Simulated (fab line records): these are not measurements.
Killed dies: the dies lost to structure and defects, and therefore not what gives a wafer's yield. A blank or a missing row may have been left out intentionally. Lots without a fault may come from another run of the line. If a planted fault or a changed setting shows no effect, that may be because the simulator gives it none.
Matching of chambers ; flow n5_finfet ; N5_BEOL_M2_STRIP_36 on rie_diel-04: 4 sister chambers
The step strips in N2/H2. 14 wafers are shown with their chamber, then 7 later ones without.

## WAFERS WITH THEIR CHAMBER
wafer;chamber;showerhead_plenum_p_Torr (Torr);drypump_motor_current_A (A);throttle_valve_pct (%)
L081.1;1;2.47;5.8;23.78
L081.3;3;2.58;5.0;23.66
L081.6;1;2.47;5.9;23.79
L082.2;3;2.58;5.0;23.68
L082.3;1;2.47;5.8;23.80
L082.5;3;2.58;5.0;23.69
L084.2;2;2.58;6.0;23.22
L084.4;0;2.41;5.1;23.69
L084.6;1;2.47;5.9;23.81
L085.2;2;2.58;6.0;23.25
L085.3;1;2.47;5.9;23.82
L085.4;3;2.57;5.0;23.68
L087.2;1;2.47;5.8;23.82
L087.4;3;2.57;5.0;23.66

SIGNATURES, as means of the wafers listed above
reading;chamber 0;chamber 1;chamber 2;chamber 3;scatter within a chamber
showerhead_plenum_p_Torr;2.4100;2.4700;2.5800;2.5760;0.00346
drypump_motor_current_A;5.100;5.850;6.000;5.000;0.0387
throttle_valve_pct;23.6900;23.8033;23.2350;23.6740;0.0158
Rule: a wafer's distance from a chamber is the root of the sum, over the readings, of the square of ((its reading less the chamber's mean) divided by the reading's scatter). The wafer belongs to the nearest chamber; if the next one is less than 2 further off, it can't be placed. The scatter is the square root of a quotient: the sum, over the shown wafers, of each reading's squared deviation from its chamber's mean, divided by wafers minus chambers.

## WAFERS WHOSE CHAMBER IS MISSING
wafer;showerhead_plenum_p_Torr (Torr);drypump_motor_current_A (A);throttle_valve_pct (%)
L087.5;2.58;6.0;23.23
L094.1;2.57;5.0;23.71
L094.2;2.57;6.0;23.24
L094.3;2.40;5.1;23.69
L097.4;2.46;5.9;23.85
L097.5;2.56;5.0;23.72
L097.6;2.57;6.0;23.27

## THE CHAMBER EACH PASSED THROUGH
wafer;from the rows above;in truth
L087.5;2;2
L094.1;3;3
L094.2;2;2
L094.3;0;0
L097.4;1;1
L097.5;3;3
L097.6;2;2
7 of 7 placed correctly. Not placeable from these rows: 0. Number placed wrongly: 0.
